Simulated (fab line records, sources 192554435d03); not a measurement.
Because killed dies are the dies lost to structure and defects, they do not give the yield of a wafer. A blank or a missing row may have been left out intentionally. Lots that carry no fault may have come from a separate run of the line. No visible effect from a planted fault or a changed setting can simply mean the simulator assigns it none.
Split-lot experiment :: flow n5Finfet :: 39 wafers read across 7 lots, on a route 1938 steps long

ABOUT THE SPLIT
At N5_BEOL_M3_ETCH_70 (etches SOC in N2/H2, target depth 80 nm, overetch 16 nm, time 120 s), the setting timeS was moved away from the recipe's 120 s on 18 of the 39 wafers read, by -52.5% to +51.0%. This setting was run at the recipe's value on the other wafers.

The reading comes from the split's own step.

THE READING
SiARC_of_BEOL_M3_COAT_68.thkNm (the simulator's own value, which no gauge read), in nm, at N5_BEOL_M3_ETCH_70 (etches SOC in N2/H2, target depth 80 nm, overetch 16 nm, time 120 s). The file gives no usual value for it. The 21 wafers here that ran the recipe average 6.4 nm, standard deviation 0.18 nm.

wafer: L076.1
tool, chamber at the split: rieDiel-01, 0
timeS as run, s: 78.2
against the recipe: -34.8%
SiARC_of_BEOL_M3_COAT_68.thkNm, nm: 8.2
against lot-mates on the recipe: +1.8

wafer: L076.2
tool, chamber at the split: rieDiel-01, 2
timeS as run, s: 120
against the recipe: recipe
SiARC_of_BEOL_M3_COAT_68.thkNm, nm: 6.2
against lot-mates on the recipe: -

wafer: L076.3
tool, chamber at the split: rieDiel-01, 3
timeS as run, s: 78.2
against the recipe: -34.8%
SiARC_of_BEOL_M3_COAT_68.thkNm, nm: 8.4
against lot-mates on the recipe: +2.0

wafer: L076.4
tool, chamber at the split: rieDiel-01, 1
timeS as run, s: 120
against the recipe: recipe
SiARC_of_BEOL_M3_COAT_68.thkNm, nm: 6.6
against lot-mates on the recipe: -

wafer: L076.5
tool, chamber at the split: rieDiel-01, 1
timeS as run, s: 78.2
against the recipe: -34.8%
SiARC_of_BEOL_M3_COAT_68.thkNm, nm: 8.4
against lot-mates on the recipe: +2.0

wafer: L076.6
tool, chamber at the split: rieDiel-01, 0
timeS as run, s: 120
against the recipe: recipe
SiARC_of_BEOL_M3_COAT_68.thkNm, nm: 6.4
against lot-mates on the recipe: -

wafer: L079.1
tool, chamber at the split: rieDiel-01, 1
timeS as run, s: 181.2
against the recipe: +51.0%
SiARC_of_BEOL_M3_COAT_68.thkNm, nm: 3.8
against lot-mates on the recipe: -2.5

wafer: L079.2
tool, chamber at the split: rieDiel-01, 0
timeS as run, s: 181.2
against the recipe: +51.0%
SiARC_of_BEOL_M3_COAT_68.thkNm, nm: 3.4
against lot-mates on the recipe: -2.9

wafer: L079.3
tool, chamber at the split: rieDiel-01, 3
timeS as run, s: 120
against the recipe: recipe
SiARC_of_BEOL_M3_COAT_68.thkNm, nm: 6.2
against lot-mates on the recipe: -

wafer: L079.4
tool, chamber at the split: rieDiel-01, 2
timeS as run, s: 181.2
against the recipe: +51.0%
SiARC_of_BEOL_M3_COAT_68.thkNm, nm: 3.4
against lot-mates on the recipe: -2.9

wafer: L079.5
tool, chamber at the split: rieDiel-01, 0
timeS as run, s: 120
against the recipe: recipe
SiARC_of_BEOL_M3_COAT_68.thkNm, nm: 6.2
against lot-mates on the recipe: -

wafer: L079.6
tool, chamber at the split: rieDiel-01, 1
timeS as run, s: 120
against the recipe: recipe
SiARC_of_BEOL_M3_COAT_68.thkNm, nm: 6.6
against lot-mates on the recipe: -

wafer: L080.1
tool, chamber at the split: rieDiel-02, 1
timeS as run, s: 120
against the recipe: recipe
SiARC_of_BEOL_M3_COAT_68.thkNm, nm: 6.4
against lot-mates on the recipe: -

wafer: L080.2
tool, chamber at the split: rieDiel-02, 0
timeS as run, s: 171.4
against the recipe: +42.8%
SiARC_of_BEOL_M3_COAT_68.thkNm, nm: 3.8
against lot-mates on the recipe: -2.7

wafer: L080.3
tool, chamber at the split: rieDiel-02, 3
timeS as run, s: 120
against the recipe: recipe
SiARC_of_BEOL_M3_COAT_68.thkNm, nm: 6.6
against lot-mates on the recipe: -

wafer: L080.4
tool, chamber at the split: rieDiel-02, 1
timeS as run, s: 171.4
against the recipe: +42.8%
SiARC_of_BEOL_M3_COAT_68.thkNm, nm: 4
against lot-mates on the recipe: -2.5

wafer: L080.5
tool, chamber at the split: rieDiel-02, 3
timeS as run, s: 120
against the recipe: recipe
SiARC_of_BEOL_M3_COAT_68.thkNm, nm: 6.6
against lot-mates on the recipe: -

wafer: L080.6
tool, chamber at the split: rieDiel-02, 0
timeS as run, s: 171.4
against the recipe: +42.8%
SiARC_of_BEOL_M3_COAT_68.thkNm, nm: 3.8
against lot-mates on the recipe: -2.7

wafer: L081.1
tool, chamber at the split: rieDiel-05, 2
timeS as run, s: 62.92
against the recipe: -47.6%
SiARC_of_BEOL_M3_COAT_68.thkNm, nm: 9.2
against lot-mates on the recipe: +3.1

wafer: L081.2
tool, chamber at the split: rieDiel-05, 3
timeS as run, s: 62.92
against the recipe: -47.6%
SiARC_of_BEOL_M3_COAT_68.thkNm, nm: 9
against lot-mates on the recipe: +2.9

wafer: L081.3
tool, chamber at the split: rieDiel-05, 0
timeS as run, s: 120
against the recipe: recipe
SiARC_of_BEOL_M3_COAT_68.thkNm, nm: 6
against lot-mates on the recipe: -

wafer: L081.4
tool, chamber at the split: rieDiel-05, 1
timeS as run, s: 120
against the recipe: recipe
SiARC_of_BEOL_M3_COAT_68.thkNm, nm: 6.4
against lot-mates on the recipe: -

wafer: L081.5
tool, chamber at the split: rieDiel-05, 0
timeS as run, s: 120
against the recipe: recipe
SiARC_of_BEOL_M3_COAT_68.thkNm, nm: 6
against lot-mates on the recipe: -

wafer: L081.6
tool, chamber at the split: rieDiel-05, 3
timeS as run, s: 62.92
against the recipe: -47.6%
SiARC_of_BEOL_M3_COAT_68.thkNm, nm: 9
against lot-mates on the recipe: +2.9

wafer: L085.1
tool, chamber at the split: rieDiel-02, 3
timeS as run, s: 120
against the recipe: recipe
SiARC_of_BEOL_M3_COAT_68.thkNm, nm: 6.4
against lot-mates on the recipe: -

wafer: L085.2
tool, chamber at the split: rieDiel-02, 2
timeS as run, s: 56.99
against the recipe: -52.5%
SiARC_of_BEOL_M3_COAT_68.thkNm, nm: 9.2
against lot-mates on the recipe: +2.9

wafer: L085.3
tool, chamber at the split: rieDiel-02, 1
timeS as run, s: 56.99
against the recipe: -52.5%
SiARC_of_BEOL_M3_COAT_68.thkNm, nm: 9.2
against lot-mates on the recipe: +2.9

wafer: L085.4
tool, chamber at the split: rieDiel-02, 0
timeS as run, s: 56.99
against the recipe: -52.5%
SiARC_of_BEOL_M3_COAT_68.thkNm, nm: 9.2
against lot-mates on the recipe: +2.9

wafer: L085.5
tool, chamber at the split: rieDiel-02, 0
timeS as run, s: 120
against the recipe: recipe
SiARC_of_BEOL_M3_COAT_68.thkNm, nm: 6.2
against lot-mates on the recipe: -

wafer: L085.6
tool, chamber at the split: rieDiel-02, 1
timeS as run, s: 120
against the recipe: recipe
SiARC_of_BEOL_M3_COAT_68.thkNm, nm: 6.4
against lot-mates on the recipe: -

wafer: L090.1
tool, chamber at the split: rieDiel-01, 1
timeS as run, s: 150.1
against the recipe: +25.1%
SiARC_of_BEOL_M3_COAT_68.thkNm, nm: 5.2
against lot-mates on the recipe: -1.2

wafer: L090.2
tool, chamber at the split: rieDiel-01, 3
timeS as run, s: 150.1
against the recipe: +25.1%
SiARC_of_BEOL_M3_COAT_68.thkNm, nm: 4.8
against lot-mates on the recipe: -1.6

wafer: L090.3
tool, chamber at the split: rieDiel-01, 0
timeS as run, s: 120
against the recipe: recipe
SiARC_of_BEOL_M3_COAT_68.thkNm, nm: 6.4
against lot-mates on the recipe: -

wafer: L090.4
tool, chamber at the split: rieDiel-01, 2
timeS as run, s: 150.1
against the recipe: +25.1%
SiARC_of_BEOL_M3_COAT_68.thkNm, nm: 5
against lot-mates on the recipe: -1.4

wafer: L090.5
tool, chamber at the split: rieDiel-01, 3
timeS as run, s: 120
against the recipe: recipe
SiARC_of_BEOL_M3_COAT_68.thkNm, nm: 6.4
against lot-mates on the recipe: -

wafer: L090.6
tool, chamber at the split: rieDiel-01, 2
timeS as run, s: 120
against the recipe: recipe
SiARC_of_BEOL_M3_COAT_68.thkNm, nm: 6.4
against lot-mates on the recipe: -

wafer: L095.4
tool, chamber at the split: rieDiel-02, 0
timeS as run, s: 120
against the recipe: recipe
SiARC_of_BEOL_M3_COAT_68.thkNm, nm: 6.2
against lot-mates on the recipe: -

wafer: L095.5
tool, chamber at the split: rieDiel-02, 3
timeS as run, s: 120
against the recipe: recipe
SiARC_of_BEOL_M3_COAT_68.thkNm, nm: 6.6
against lot-mates on the recipe: -

wafer: L095.6
tool, chamber at the split: rieDiel-02, 0
timeS as run, s: 120
against the recipe: recipe
SiARC_of_BEOL_M3_COAT_68.thkNm, nm: 6.2
against lot-mates on the recipe: -

THE FIT
A straight line over all 39 wafers: SiARC_of_BEOL_M3_COAT_68.thkNm changes by -0.0559 nm for each +1% of timeS; r = -1.00; the points scatter about the line by 0.17 nm.
The same after taking each lot's own level away (the mean of its wafers on the recipe; 39 wafers): -0.0575 nm for each +1%; r = -1.00; scatter 0.17 nm.
On that fit, the largest move of timeS shifts the reading by 3 nm.
The lots' own levels span 6.13 to 6.53 nm, that is 2.2 times the standard deviation above.
So the lot-to-lot level changes the slope little: the two slopes agree.
Check: for one of the wafers moved furthest among these (-52.5%), held out of the fit, the line's prediction against its lot-mates is +3.03 nm. It came out at +2.87 nm against them.

FURTHER SPLITS ON THESE WAFERS
Other splits were also applied to these wafers ahead of the reading. Each is held against what the fit with the lots' levels taken away leaves over:
other split on the same wafers: N5_ZERO_LAYER_PECVD_02 timeS
wafers away from the commonest value: 18
r with SiARC_of_BEOL_M3_COAT_68.thkNm (lot level and that fit taken away): +0.05

other split on the same wafers: N5_PMOS_HMC_CHANNEL_EPI_DESCUM_14 timeS
wafers away from the commonest value: 18
r with SiARC_of_BEOL_M3_COAT_68.thkNm (lot level and that fit taken away): +0.02

other split on the same wafers: N5_ILD0_PRECLEAN_10 timeS
wafers away from the commonest value: 18
r with SiARC_of_BEOL_M3_COAT_68.thkNm (lot level and that fit taken away): +0.00

other split on the same wafers: N5_MOL_CONTACT_COAG_PRECLEAN_111 timeS
wafers away from the commonest value: 12
r with SiARC_of_BEOL_M3_COAT_68.thkNm (lot level and that fit taken away): -0.13

other split on the same wafers: N5_BEOL_M1_PECVD_72 timeS
wafers away from the commonest value: 9
r with SiARC_of_BEOL_M3_COAT_68.thkNm (lot level and that fit taken away): +0.14

THE WHOLE CHAIN: every reading that the file lists as answering this split, in the file's order
step: N5_BEOL_M3_ETCH_70
what it does: etches SOC in N2/H2, target depth 80 nm, overetch 16 nm, time 120 s
reading: etch.depthNm (the simulator's own value, which no gauge read)
change (the file's fit): not straight: 46.02 at the lowest setting, 59.89 at the recipe, 59.91 at the highest
r (the file's): not given

step: N5_BEOL_M3_ETCH_70
what it does: etches SOC in N2/H2, target depth 80 nm, overetch 16 nm, time 120 s
reading: SiARC_of_BEOL_M3_COAT_68.thkNm (the simulator's own value, which no gauge read)
change (the file's fit): -0.0575 nm for each +1% of the setting
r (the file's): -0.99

FILE'S OWN FIT
SiARC_of_BEOL_M3_COAT_68.thkNm changes by -0.0575 nm for each +1% of timeS, r = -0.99.
